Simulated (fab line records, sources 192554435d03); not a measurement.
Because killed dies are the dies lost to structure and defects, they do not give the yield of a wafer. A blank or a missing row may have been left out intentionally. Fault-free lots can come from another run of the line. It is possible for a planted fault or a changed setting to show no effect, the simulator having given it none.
fab line records	flow n5_finfet	part 1 of 2: steps 1 to 4 of 6
[record] lots = 21	wafers = 63	last_day = 18
route steps=1938 shown GATE_CUT@499 MOL_CONTACT_COAG@529
lots with no fault: from the same line, run without faults
start_h: hours from the record's first day to the start of the lot's first wafer shown	wait_h: hours from the lot's prior step to this one	" the same as in the row above	L1.1+2: one row covering several wafers at once	- either no value or no given start	* or withheld: withheld	< > ~ a bound
route shown NAME@n: names a module that has steps shown in the file, with the first one's number in the route	usual: mean/standard deviation taken from wafers without a fault	same: alike in all rows	chamber/n: place in a boat	sites: per-site readings	_std_site: how widely they spread, as a standard deviation	_edge_site: the outer-site mean with the inner-site mean subtracted	radius_mm: how far each site lies from the wafer's centre	mask NAME#n: copy n	behind: the most recent tool/chamber to have shaped the wafer	hold: what put the lot on hold/how long, in hours/how the hold closed	device: whichever transistor did not switch (one of n, p or np)	end of line: the tests these same wafers got at the end of their route	step lacking rows: just its recipe	killed: not the wafer's yield, but the dies lost to structure and defects at the first sort	map: the dies of a wafer, with x for killed, . for not killed, _ for no die there
set.NAME: setting as actually run; set.NAME@STEP: the setting as run at that earlier step	model.NAME: the simulator's own value behind a step, which no gauge read
the route's steps for a sample of lots (tables are steps, rows are wafers)
services: a tool's chamber out of use, with start hour (start_h, from the record's first day; less than 0 if before it), hours out, and reason
[[steps]]
[step N5_GATE_CUT_ETCH_19]
[recipe] chemistry = CH3F/O2	target = SiNx	mask_material = SiO2	target_depth_a = 537	time_s = 76.7	pressure_mtorr = 30	source_w = 395	bias_w = 73	Ar_flow_sccm = 150	CH3F_flow_sccm = 30	O2_flow_sccm = 20	ion_energy_ev = 120	ends = cleared
[usual] drypump_motor_current_A = 5.8/0.32	etch_rf_on_time_s = 77.0/1.6	oes_product_au = 0.66/0.07	rf_fwd_power_W = 391.0/1.6	rf_vpp_V = 293/6.4	showerhead_plenum_p_Torr = 1.97/0.071	throttle_valve_pct = 16.38/0.18
lot.wafer	tool	chamber	start_h	wait_h	drypump_motor_current_A	etch_rf_on_time_s	oes_product_au	rf_fwd_power_W	rf_hours_counter_h	rf_vpp_V	showerhead_plenum_p_Torr	throttle_valve_pct
L074.1	rie_diel-04	0	83.99	0.0	5.4	75.0	0.67	392.1	134	294	1.92	16.09
L074.2	"	3	"	"	5.6	77.4	0.69	388.7	87	291	1.87	16.08
L074.3	"	2	"	"	6.0	76.2	0.61	388.8	217	315	2.09	16.77
L075.1	rie_diel-03	1	94.22	0.0	5.6	76.7	0.64	390.6	165	293	1.91	16.57
L075.4	"	2	"	"	6.6	77.7	0.60	391.7	-	288	1.98	16.29
L075.6	"	1	"	"	5.6	77.1	0.64	388.7	-	291	1.91	16.57
L077.4	rie_diel-03	1	104.93	0.0	5.6	76.3	0.64	389.6	168	292	1.91	16.57
L077.5	"	0	"	"	5.8	75.4	0.79	391.6	-	291	2.04	16.34
L077.6	"	1	"	"	5.6	76.7	0.64	389.6	-	292	1.91	16.58
L078.2	rie_diel-03	1	112.46	0.0	5.6	76.2	0.64	388.1	171	293	1.91	16.58
L078.4	"	2	"	"	6.5	77.8	0.59	392.2	233	288	1.98	16.30
L078.5	"	3	"	"	5.5	77.7	0.60	392.3	-	289	1.91	16.32
L080.2	rie_diel-04	2	123.87	0.0	6.0	76.8	0.60	391.9	231	315	2.09	16.80
L080.4	"	1	"	"	6.2	81.3	0.63	393.3	-	297	2.09	16.20
L080.5	"	0	"	"	5.4	77.1	0.66	391.6	-	295	1.91	16.10
L082.1	rie_diel-03	2	134.95	0.0	6.5	77.4	0.59	390.0	238	290	1.98	16.31
L082.4	"	3	"	"	5.5	77.6	0.60	393.2	222	288	1.91	16.33
L082.6	"	1	"	"	5.6	76.1	0.64	389.7	-	292	1.91	16.57
L083.1	rie_diel-06	2	139.48	0.0	5.9	77.6	0.59	391.9	232	307	2.05	16.39
L083.3	"	1	"	"	6.2	74.7	0.80	391.8	15	293	1.97	16.40
L083.4	"	3	"	"	5.9	75.7	0.68	391.6	114	284	1.96	16.50
L084.1	rie_diel-04	2	145.29	0.0	6.1	77.1	0.60	390.9	237	317	2.08	16.81
L084.4	"	0	"	"	5.4	76.9	0.64	390.9	154	294	1.91	16.12
L084.6	"	1	"	"	6.2	81.5	0.63	393.2	-	297	2.09	16.23
L085.1	rie_diel-06	3	151.66	0.0	6.0	76.0	0.67	390.9	117	281	1.95	16.49
L085.2	"	1	"	"	6.2	75.9	0.79	390.6	18	293	1.97	16.39
L085.3	"	2	"	"	5.9	78.4	0.58	391.8	236	306	2.05	16.39
L086.3	rie_diel-03	2	158.05	0.0	6.6	77.6	0.58	391.3	245	292	1.98	16.32
L086.4	"	3	"	"	5.5	77.7	0.59	392.6	229	290	1.91	16.34
L086.6	"	1	"	"	5.6	77.0	0.63	388.7	-	292	1.91	16.60
L087.2	rie_diel-06	0	164.94	0.0	5.4	76.4	0.60	391.7	225	292	1.90	16.54
L087.3	"	2	"	"	5.9	78.8	0.58	391.8	241	305	2.04	16.41
L087.4	"	1	"	"	6.2	76.1	0.78	391.9	22	295	1.97	16.39
L088.3	rie_diel-03	2	173.19	0.0	6.5	77.8	0.58	391.3	249	290	1.97	16.33
L088.4	"	1	"	"	5.6	76.1	0.63	387.4	187	291	1.91	16.61
L088.5	"	2	"	"	6.6	77.3	0.58	392.1	-	289	1.97	16.34
L089.2	rie_diel-03	0	176.19	0.0	5.8	75.3	0.76	390.2	31	290	2.03	16.36
L089.4	"	1	"	"	5.6	76.1	0.63	386.6	-	293	1.91	16.60
L089.5	"	3	"	"	5.5	77.3	0.59	390.2	-	288	1.91	16.36
L090.1	rie_diel-03	0	184.40	0.0	5.9	75.9	0.75	393.7	34	289	2.03	16.38
L090.2	"	1	"	"	5.6	75.9	0.63	389.1	191	293	1.90	16.62
L090.3	"	3	"	"	5.5	77.3	0.59	391.8	237	290	1.91	16.35
L091.1	rie_diel-04	0	193.47	0.0	5.4	76.6	0.64	392.1	171	294	1.91	16.16
L091.5	"	3	"	"	5.6	76.3	0.67	389.0	-	291	1.86	16.12
L091.6	"	0	"	"	5.4	76.3	0.64	391.2	-	294	1.91	16.14
L092.1	rie_diel-03	1	193.82	0.0	5.6	76.3	0.62	388.6	195	291	1.90	16.61
L092.3	"	3	"	"	5.5	77.7	0.59	392.9	241	289	1.90	16.36
L092.4	"	0	"	"	5.9	74.9	0.74	390.5	-	290	2.03	16.37
L093.2	rie_diel-04	0	202.62	0.0	5.4	75.9	0.64	391.1	174	294	1.90	16.15
L093.4	"	0	"	"	5.4	76.2	0.63	391.2	-	294	1.91	16.17
L093.6	"	3	"	"	5.6	75.9	0.68	387.3	-	292	1.86	16.11
L094.2	rie_diel-03	3	204.98	0.0	5.5	76.9	0.59	389.9	245	289	1.90	16.38
L094.3	"	1	"	"	5.6	75.5	0.62	389.3	199	293	1.90	16.64
L094.5	"	1	"	"	5.6	76.0	0.62	390.8	-	293	1.90	16.63
L095.1	rie_diel-04	3	210.89	0.0	5.6	76.1	0.67	390.1	125	292	1.86	16.13
L095.4	"	3	"	"	5.6	77.2	0.67	388.9	-	291	1.86	16.14
L095.6	"	3	"	"	5.6	76.4	0.66	388.4	-	291	1.86	16.13
L096.1	rie_diel-06	1	225.14	0.0	6.2	76.3	0.74	389.3	41	293	1.96	16.44
L096.4	"	0	"	"	5.5	76.6	0.59	392.0	-	294	1.90	16.55
L096.6	"	3	"	"	6.0	77.3	0.64	392.2	-	283	1.95	16.53
L097.2	rie_diel-06	2	229.69	0.0	5.9	78.0	0.81	392.5	1	306	2.04	15.96
L097.5	"	3	"	"	5.9	78.0	0.64	394.5	-	283	1.95	16.54
L097.6	"	2	"	"	5.9	77.3	0.82	391.8	-	306	2.04	15.97
[step N5_GATE_CUT_CMP_23]
[recipe] stop_on = SiO2	t_overpolish_s = 23.4	post_cmp_clean = alkaline_brush	down_force_psi = 2.5	platen_rpm = 51.8	pad_velocity_m_s = 1.0307	target_thk_nm = 16
[usual] motor_current_A = 8.9/0.93	overpolish_run_s = 23.400/0.0097	time_to_endpoint_s = 19.5/2.8
lot.wafer	tool	chamber	start_h	wait_h	motor_current_A	overpolish_run_s	time_to_endpoint_s
L074.3	cmp-01	1	86.04	0.8	7.6	23.397	18.0
L074.2	"	3	"	"	10.8	23.406	22.8
L074.1	"	0	"	"	7.5	23.398	24.6
L075.1	cmp-04	1	96.75	0.8	10.1	23.401	20.4
L075.4	"	0	"	"	7.9	23.393	17.5
L075.6	"	2	"	"	8.3	23.404	23.0
L077.4	cmp-04	2	108.46	0.8	7.7	23.414	22.1
L077.5	"	0	"	"	8.3	23.404	17.8
L077.6	"	1	"	"	9.7	23.412	18.2
L078.4	cmp-02	2	114.59	0.8	8.8	23.381	24.4
L078.2	"	0	"	"	9.5	23.399	22.4
L078.5	"	3	"	"	8.3	23.409	17.1
L080.4	cmp-02	0	129.16	0.0	10.1	23.392	19.5
L080.2	"	3	"	"	8.3	23.379	18.2
L080.5	"	0	"	"	10.4	23.386	19.0
L082.4	cmp-04	2	137.07	0.8	7.7	23.420	17.9
L082.1	"	3	"	"	9.5	23.397	15.6
L082.6	"	0	"	"	8.1	23.412	11.1
L083.1	cmp-02	1	141.52	0.8	9.4	23.408	16.6
L083.3	"	3	"	"	8.7	23.394	15.4
L083.4	"	0	"	"	9.5	23.381	19.7
L084.1	cmp-04	3	147.74	0.8	9.5	23.394	18.1
L084.4	"	1	"	"	9.6	23.392	19.7
L084.6	"	2	"	"	7.8	23.383	23.1
L085.2	cmp-01	0	153.71	0.8	8.2	23.385	22.8
L085.3	"	1	"	"	7.2	23.403	20.6
L085.1	"	3	"	"	9.9	23.401	23.8
L086.4	cmp-01	2	160.71	0.8	9.6	23.419	16.6
L086.3	"	0	"	"	7.9	23.393	22.1
L086.6	"	2	"	"	9.5	23.390	18.9
L087.2	cmp-01	1	167.78	0.8	7.7	23.406	16.6
L087.3	"	2	"	"	9.8	23.396	16.5
L087.4	"	3	"	"	10.0	23.387	18.9
L088.4	cmp-02	1	176.01	0.8	9.6	23.406	19.8
L088.3	"	0	"	"	10.1	23.403	20.9
L088.5	"	2	"	"	8.5	23.404	23.9
L089.4	cmp-04	0	179.54	0.8	8.3	23.402	15.8
L089.2	"	3	"	"	8.9	23.420	18.2
L089.5	"	0	"	"	8.1	23.408	17.9
L090.1	cmp-04	3	186.52	0.8	9.6	23.385	21.5
L090.3	"	0	"	"	8.7	23.413	18.2
L090.2	"	1	"	"	10.1	23.415	21.9
L091.1	cmp-04	3	195.67	0.9	9.6	23.407	18.6
L091.5	"	2	"	"	8.0	23.388	21.4
L091.6	"	3	"	"	9.1	23.413	18.2
L092.3	cmp-04	0	197.29	1.1	8.2	23.407	16.9
L092.4	"	1	"	"	10.2	23.388	17.1
L092.1	"	2	"	"	8.0	23.403	20.1
L093.2	cmp-02	2	204.66	0.8	8.6	23.414	24.2
L093.4	"	3	"	"	8.3	23.405	17.0
L093.6	"	2	"	"	9.1	23.391	22.5
L094.3	cmp-01	2	207.28	0.8	9.8	23.396	18.9
L094.2	"	1	"	"	7.6	23.391	16.3
L094.5	"	3	"	"	9.6	23.407	20.8
L095.1	cmp-01	1	213.03	0.8	7.7	23.395	20.4
L095.4	"	2	"	"	9.7	23.404	18.7
L095.6	"	0	"	"	8.0	23.378	22.7
L096.1	cmp-02	0	228.36	0.8	10.2	23.416	18.8
L096.4	"	1	"	"	9.3	23.393	18.3
L096.6	"	3	"	"	8.4	23.398	14.2
L097.2	cmp-01	3	231.77	0.8	10.3	23.398	23.4
L097.6	"	2	"	"	10.3	23.400	21.5
L097.5	"	3	"	"	10.7	23.413	23.5
[step N5_MOL_CONTACT_COAG_DESCUM_13]
[recipe] chemistry = O2	time_s = 7	source_power_w = 50	bias_power_w = 20	pressure_mtorr = 20	rf_frequency_hz = 2.712e+07	temp_c = 40	resist = CAR-EUV	o2_flow_sccm = 225
[usual] bias_power_w = 20.00/0.059	drypump_motor_current_A = 5.4/0.43	oes_product_au = 0.81/0.065	rf_fwd_power_W = 49.25/0.24	rf_vpp_V = 243.9/1.4	showerhead_plenum_p_Torr = 2.14/0.075	throttle_valve_pct = 20.42/0.23
lot.wafer	tool	chamber	start_h	wait_h	bias_power_w	drypump_motor_current_A	oes_product_au	rf_fwd_power_W	rf_hours_counter_h	rf_vpp_V	showerhead_plenum_p_Torr	throttle_valve_pct
L074.1	rie_diel-02	3	87.65	0.1	20.11	5.2	0.78	49.20	103	244.1	2.12	20.51
L074.2	"	1	"	"	20.04	4.9	0.84	49.70	70	246.1	2.23	20.49
L074.3	"	2	"	"	19.97	6.4	0.91	49.37	27	244.7	2.20	20.16
L075.1	rie_diel-02	3	98.21	0.0	20.03	5.2	0.78	49.54	106	243.4	2.12	20.52
L075.4	"	2	"	"	20.01	6.4	0.89	49.19	30	245.9	2.20	20.18
L075.6	"	1	"	"	20.01	5.0	0.84	49.53	-	244.7	2.23	20.49
L077.4	rie_diel-05	2	109.84	0.0	19.94	5.2	0.70	49.10	225	244.4	2.16	20.41
L077.5	"	0	"	"	20.11	5.4	0.93	49.11	-	242.5	2.03	20.41
L077.6	"	1	"	"	20.01	5.6	0.79	49.25	-	244.6	2.24	20.19
L078.2	rie_diel-02	0	116.69	0.7	20.02	4.9	0.78	49.15	136	241.4	2.10	20.36
L078.4	"	1	"	"	19.98	5.0	0.81	49.82	80	244.8	2.23	20.50
L078.5	"	2	"	"	19.97	6.4	0.87	49.48	-	246.0	2.20	20.20
L080.2	rie_diel-02	3	131.71	1.0	20.03	5.2	0.76	49.65	118	243.1	2.12	20.53
L080.4	"	2	"	"	20.01	6.4	0.87	49.31	42	245.9	2.20	20.20
L080.5	"	2	"	"	20.05	6.4	0.87	49.21	-	245.9	2.20	20.20
L082.1	rie_diel-02	1	138.45	0.0	20.03	5.0	0.80	49.44	88	245.4	2.23	20.52
L082.4	"	3	"	"	19.98	5.2	0.76	49.37	-	243.9	2.12	20.55
L082.6	"	0	"	"	20.03	4.9	0.79	49.22	-	242.8	2.09	20.38
L083.1	rie_diel-05	3	143.21	0.1	20.07	5.1	0.87	49.03	65	242.4	2.13	20.57
L083.3	"	0	"	"	20.00	5.4	0.91	49.00	37	241.6	2.03	20.43
L083.4	"	2	"	"	20.00	5.2	0.70	49.38	236	244.6	2.16	20.44
L084.1	rie_diel-02	1	149.17	0.0	19.96	5.0	0.80	49.57	92	244.7	2.23	20.52
L084.4	"	2	"	"	19.97	6.3	0.87	49.64	45	245.4	2.19	20.19
L084.6	"	0	"	"	20.00	4.8	0.78	49.47	-	243.4	2.09	20.37
L085.1	rie_diel-01	3	155.17	0.0	19.94	5.7	0.78	49.53	108	243.9	2.11	20.72
L085.2	"	0	"	"	20.11	6.0	0.69	49.61	234	240.6	1.96	20.60
L085.3	"	1	"	"	19.94	5.7	0.91	49.32	17	245.9	2.23	20.61
L086.3	rie_diel-05	3	162.36	0.3	20.06	5.1	0.85	49.36	73	243.7	2.13	20.57
L086.4	"	3	"	"	20.03	5.1	0.85	49.38	-	243.1	2.13	20.59
L086.6	"	1	"	"	20.05	5.6	0.77	49.06	-	244.4	2.23	20.22
L087.2	rie_diel-01	3	169.44	0.1	20.06	5.7	0.79	49.07	114	244.0	2.11	20.72
L087.3	"	1	"	"	19.91	5.7	0.90	49.20	23	246.4	2.22	20.62
L087.4	"	2	"	"	19.99	5.2	0.80	48.98	81	244.4	2.09	19.91
L088.3	rie_diel-01	2	177.62	0.1	19.93	5.2	0.81	48.99	84	243.1	2.09	19.92
L088.4	"	3	"	"	19.98	5.7	0.77	49.38	116	244.2	2.11	20.74
L088.5	"	1	"	"	20.05	5.7	0.91	48.94	-	245.6	2.22	20.65
L089.2	rie_diel-01	2	181.42	0.4	20.06	5.2	0.81	48.94	86	243.6	2.09	19.93
L089.4	"	0	"	"	19.96	6.1	0.69	49.22	246	241.0	1.95	20.62
L089.5	"	3	"	"	20.03	5.7	0.77	49.14	-	242.0	2.11	20.74
L090.1	rie_diel-05	3	188.02	0.0	20.00	5.1	0.83	49.27	83	244.4	2.13	20.60
L090.2	"	0	"	"	20.01	5.4	0.87	49.23	55	240.7	2.02	20.46
L090.3	"	1	"	"	20.12	5.6	0.75	48.66	139	245.1	2.23	20.23
L091.1	rie_diel-02	2	197.09	0.0	20.03	6.3	0.85	49.32	60	246.4	2.19	20.23
L091.5	"	2	"	"	20.04	6.3	0.84	49.24	-	245.9	2.19	20.22
L091.6	"	3	"	"	19.93	5.2	0.75	49.17	-	244.7	2.11	20.58
L092.1	rie_diel-05	3	198.75	0.1	20.04	5.1	0.84	49.56	88	243.5	2.13	20.61
L092.3	"	0	"	"	19.98	5.4	0.86	49.06	60	241.3	2.02	20.46
L092.4	"	1	"	"	20.03	5.6	0.76	49.04	-	245.4	2.22	20.22
L093.2	rie_diel-01	3	206.24	0.0	19.92	5.7	0.77	49.27	129	242.9	2.10	20.76
L093.4	"	2	"	"	19.98	5.2	0.80	48.95	-	241.9	2.09	19.93
L093.6	"	3	"	"	19.89	5.7	0.76	49.15	-	244.7	2.10	20.75
L094.2	rie_diel-05	0	208.86	0.0	19.90	5.4	0.87	49.16	64	240.1	2.02	20.47
L094.3	"	3	"	"	19.93	5.1	0.82	49.44	92	243.8	2.13	20.63
L094.5	"	3	"	"	20.09	5.1	0.83	49.34	-	242.9	2.13	20.61
L095.1	rie_diel-02	3	214.57	0.0	19.97	5.2	0.74	49.46	140	242.8	2.11	20.56
L095.4	"	0	"	"	20.05	4.9	0.76	49.55	161	243.3	2.09	20.39
L095.6	"	1	"	"	19.95	5.0	0.78	49.85	-	245.4	2.22	20.55
L096.1	rie_diel-01	1	230.04	0.2	19.93	5.7	0.86	49.22	47	245.0	2.21	20.65
L096.4	"	3	"	"	20.01	5.7	0.76	48.87	138	244.6	2.10	20.77
L096.6	"	0	"	"	20.06	6.0	0.98	49.63	-	245.8	2.21	20.11
L097.2	rie_diel-02	1	233.72	0.6	20.01	5.0	0.77	49.53	115	243.3	2.22	20.58
L097.5	"	1	"	"	20.00	5.0	0.78	49.55	-	245.0	2.22	20.55
L097.6	"	0	"	"	20.01	4.9	0.75	49.25	-	244.9	2.08	20.40
[step N5_MOL_CONTACT_COAG_SIL_ANNEAL_21]
[recipe] temp_c = 550	time_s = 60	ambient = N2
[usual] lamp_power_pct = 6.0/0.37	wafer_temp_C_max = 553.3/1.2
lot.wafer	tool	chamber	start_h	wait_h	lamp_power_pct	wafer_temp_C_max
L074.1	rtp_anneal-01	0	89.04	0.2	5.6	552.1
L074.2	"	0	"	"	5.6	551.7
L074.3	"	0	"	"	5.6	551.7
L075.1	rtp_anneal-01	0	100.54	0.2	5.6	552.1
L075.4	"	0	"	"	5.5	551.6
L075.6	"	0	"	"	5.5	551.9
L077.4	rtp_anneal-02	0	111.47	0.1	6.3	554.0
L077.5	"	0	"	"	6.3	555.2
L077.6	"	0	"	"	6.3	554.0
L078.2	rtp_anneal-01	0	119.63	0.2	5.5	551.7
L078.4	"	0	"	"	5.6	551.7
L078.5	"	0	"	"	5.5	551.0
L080.2	rtp_anneal-02	0	134.40	0.4	6.3	554.5
L080.4	"	0	"	"	6.3	552.6
L080.5	"	0	"	"	6.3	554.5
L082.1	rtp_anneal-02	0	140.01	0.2	6.3	555.4
L082.4	"	0	"	"	6.3	555.8
L082.6	"	0	"	"	6.3	554.5
L083.1	rtp_anneal-01	0	144.63	0.2	5.6	552.0
L083.3	"	0	"	"	5.6	552.1
L083.4	"	0	"	"	5.6	552.2
L084.1	rtp_anneal-01	0	150.98	0.3	5.6	552.6
L084.4	"	0	"	"	5.6	552.3
L084.6	"	0	"	"	5.6	551.9
L085.1	rtp_anneal-02	0	158.94	0.2	6.3	554.1
L085.2	"	0	"	"	6.3	554.2
L085.3	"	0	"	"	6.3	555.2
L086.3	rtp_anneal-01	0	163.83	0.3	5.6	553.0
L086.4	"	0	"	"	5.6	551.7
L086.6	"	0	"	"	5.5	552.2
L087.2	rtp_anneal-01	0	170.86	0.2	5.5	551.4
L087.3	"	0	"	"	5.6	552.0
L087.4	"	0	"	"	5.5	552.3
L088.3	rtp_anneal-02	0	179.27	0.4	6.3	554.9
L088.4	"	0	"	"	6.3	553.5
L088.5	"	0	"	"	6.3	552.9
L089.2	rtp_anneal-02	0	184.16	0.2	6.3	554.4
L089.4	"	0	"	"	6.3	554.8
L089.5	"	0	"	"	6.3	554.0
L090.1	rtp_anneal-01	0	189.41	0.2	5.6	552.0
L090.2	"	0	"	"	5.5	552.3
L090.3	"	0	"	"	5.6	552.5
L091.1	rtp_anneal-02	0	198.92	0.2	6.3	553.3
L091.5	"	0	"	"	6.3	554.4
L091.6	"	0	"	"	6.3	553.1
L092.1	rtp_anneal-02	0	200.26	0.2	6.3	554.3
L092.3	"	0	"	"	6.3	554.7
L092.4	"	0	"	"	6.3	554.0
L093.2	rtp_anneal-02	0	207.66	0.2	6.3	554.4
L093.4	"	0	"	"	6.3	554.1
L093.6	"	0	"	"	6.3	553.7
L094.2	rtp_anneal-02	0	210.69	0.2	6.3	553.5
L094.3	"	0	"	"	6.3	554.5
L094.5	"	0	"	"	6.3	553.7
L095.1	rtp_anneal-01	0	216.37	0.2	5.6	551.5
L095.4	"	0	"	"	5.5	552.2
L095.6	"	0	"	"	5.5	551.8
L096.1	rtp_anneal-02	0	231.40	0.2	6.3	553.8
L096.4	"	0	"	"	6.3	554.0
L096.6	"	0	"	"	6.3	554.0
L097.2	rtp_anneal-02	0	236.42	0.2	6.3	555.1
L097.5	"	0	"	"	6.3	554.4
L097.6	"	0	"	"	6.3	553.3
